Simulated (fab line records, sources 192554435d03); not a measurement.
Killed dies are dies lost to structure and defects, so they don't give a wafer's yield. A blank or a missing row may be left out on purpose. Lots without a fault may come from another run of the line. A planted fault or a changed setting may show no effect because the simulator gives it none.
Chamber matching | flow n5_finfet | N5_FIN_SAQP_STRIP_70 on rie_diel-04: 4 sister chambers
The step strips in N2/H2. 14 wafers are shown with their chamber, then 7 later ones without.

WAFERS WITH THEIR CHAMBER
wafer  | chamber | showerhead_plenum_p_Torr (Torr) | throttle_valve_pct (%) | drypump_motor_current_A (A)
L075.2 | 2       | 3.36                            | 18.73                  | 6.3
L075.4 | 1       | 3.49                            | 18.76                  | 5.3
L075.6 | 2       | 3.36                            | 18.73                  | 6.3
L078.1 | 1       | 3.48                            | 18.77                  | 5.3
L078.3 | 0       | 3.34                            | 18.87                  | 6.0
L078.4 | 3       | 3.48                            | 19.20                  | 5.4
L082.3 | 2       | 3.35                            | 18.76                  | 6.2
L082.5 | 0       | 3.34                            | 18.88                  | 6.0
L082.6 | 3       | 3.47                            | 19.21                  | 5.4
L088.3 | 3       | 3.47                            | 19.24                  | 5.4
L088.5 | 2       | 3.35                            | 18.76                  | 6.2
L088.6 | 3       | 3.47                            | 19.22                  | 5.4
L091.1 | 1       | 3.47                            | 18.82                  | 5.4
L091.3 | 3       | 3.46                            | 19.24                  | 5.3

SIGNATURES (means of the wafers above)
reading                  | chamber 0 | chamber 1 | chamber 2 | chamber 3 | scatter within a chamber
showerhead_plenum_p_Torr | 3.3400    | 3.4800    | 3.3550    | 3.4700    | 0.00707
throttle_valve_pct       | 18.8750   | 18.7833   | 18.7450   | 19.2220   | 0.0207
drypump_motor_current_A  | 6.000     | 5.333     | 6.250     | 5.380     | 0.0497
Rule: a wafer's distance from a chamber is the root of the sum, over the readings, of the square of ((its reading less the chamber's mean) divided by the reading's scatter). The wafer belongs to the nearest chamber; if the next one is less than 2 further off, it can't be placed. The scatter: the root of (the sum of the squares of (reading less its chamber's mean) over the shown wafers, divided by (wafers less chambers)).

WAFERS WITHOUT THEIR CHAMBER
wafer  | showerhead_plenum_p_Torr (Torr) | throttle_valve_pct (%) | drypump_motor_current_A (A)
L091.4 | 3.33                            | 18.90                  | 6.0
L094.1 | 3.33                            | 18.91                  | 6.0
L094.2 | 3.34                            | 18.79                  | 6.3
L094.6 | 3.33                            | 18.90                  | 6.0
L095.1 | 3.33                            | 18.91                  | 6.0
L095.4 | 3.33                            | 18.92                  | 6.0
L095.6 | 3.34                            | 18.81                  | 6.3

WHICH CHAMBER EACH WENT THROUGH
wafer  | from the rows above | in truth
L091.4 | 0                   | 0
L094.1 | 0                   | 0
L094.2 | 2                   | 2
L094.6 | 0                   | 0
L095.1 | 0                   | 0
L095.4 | 0                   | 0
L095.6 | 2                   | 2
Placed correctly: 7 of 7. Can't be placed from these rows: 0. Placed wrongly: 0.
